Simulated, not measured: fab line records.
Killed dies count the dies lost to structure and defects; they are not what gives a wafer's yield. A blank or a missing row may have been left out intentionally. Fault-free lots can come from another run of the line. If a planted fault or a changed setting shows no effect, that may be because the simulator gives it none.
A struck lot beside a sound one    flow nand harc    14 steps out of a route of 1302
Sound: the wafers L168.3, L168.4, L168.5. Struck: wafer L170.2 (left out: L170.1, L170.3 of the same lot, which were not struck); the cause appears at the end.
Per side, at each step with rows, come the tool, then ch with its chambers, and then its first start. Under that, the readings that differ: sound wafers    struck wafers    difference of the means    sigmas: that difference in standard deviations of wafers without a fault.
alike: same words and numbers on both sides, and readings whose means sit less than 2 such deviations apart. not compared: any withheld reading, any reading some wafer has no value for, any bound like >300 that may hide the same value, and any number with overlapping values for which the record gives no deviation.
The two part at a step that has a row with sigmas, a row that says differs or no value, or rows on one side only. Numbers that don't overlap but have no deviation are shown without sigmas and don't part them. A reading that every wafer of one side lacks parts them only if that side has two wafers or more.

NHARC_A_SOURCE_PLATE_THK_MEAS_06: measures by ellipsometry.
  sound on film metro-01 at day 9 16:05; struck on film metro-02 at day 10 16:22
  alike: thk nm
NHARC_A_SOURCE_PLATE_INSPECT_08:
  sound on defect inspect-01 at day 9 16:10; struck on defect inspect-01 at day 10 16:26
  alike: raw defect count
following that, 1 step holds no rows for these wafers, namely NHARC_A_ONON_D1_DEP_00 (target thickness 1000 nm).
NHARC_A_ONON_D1_THK_MEAS_02: measures by ellipsometry.
  sound on film metro-01 at day 9 16:44; struck on film metro-01 at day 10 17:01
  alike: thk nm
following that, 1 step holds no rows for these wafers, namely NHARC_A_ONON_D1_DEP_03 (target thickness 1000 nm).
NHARC_A_ONON_D1_THK_MEAS_05: measures by ellipsometry.
  sound on film metro-01 at day 9 17:18; struck on film metro-01 at day 10 17:34
  alike: thk nm
following that, 1 step holds no rows for these wafers, namely NHARC_A_ONON_D1_DEP_06 (target thickness 1000 nm).
NHARC_A_ONON_D1_THK_MEAS_08: measures by ellipsometry.
  sound on film metro-01 at day 9 17:52; struck on film metro-02 at day 10 18:08
  alike: thk nm
following that, 1 step holds no rows for these wafers, namely NHARC_A_ONON_D1_DEP_09 (target thickness 1000 nm).
NHARC_A_ONON_D1_THK_MEAS_11: measures by ellipsometry.
  sound on film metro-02 at day 9 18:26; struck on film metro-02 at day 10 18:43
  alike: thk nm
NHARC_A_ONON_D1_DEP_12: target thk 1000 nm.
  sound on pecvd onon-02 ch 0, day 9 18:36; struck on pecvd onon-02 ch 0, day 10 18:46
NHARC_A_ONON_D1_THK_MEAS_14: measures by ellipsometry.
  sound on film metro-01 at day 9 18:59; struck on film metro-02 at day 10 19:16
reading      sound           struck  difference  sigmas
thk nm (nm)  1005 1004 1005  658     -347        -35
then, 1 step without rows for these wafers: NHARC_A_ONON_D1_ANNEAL_15 (time 3600 s).
-- the record jumps here: 16 days lie between the struck wafers' starts before and after (it left off in module A_ONON_D1 and takes up again in module END, whose first step shown is number 1302 of the route) --
NHARC_END_SORT_01:
  at this point the record logs the struck wafers (prober-01 ch 0, day 27 01:07) and has no rows for the sound ones

## WHERE THEY PART
At NHARC_A_ONON_D1_THK_MEAS_14 first; at NHARC_END_SORT_01 last (within this record only).

WHY: what the simulator had put in
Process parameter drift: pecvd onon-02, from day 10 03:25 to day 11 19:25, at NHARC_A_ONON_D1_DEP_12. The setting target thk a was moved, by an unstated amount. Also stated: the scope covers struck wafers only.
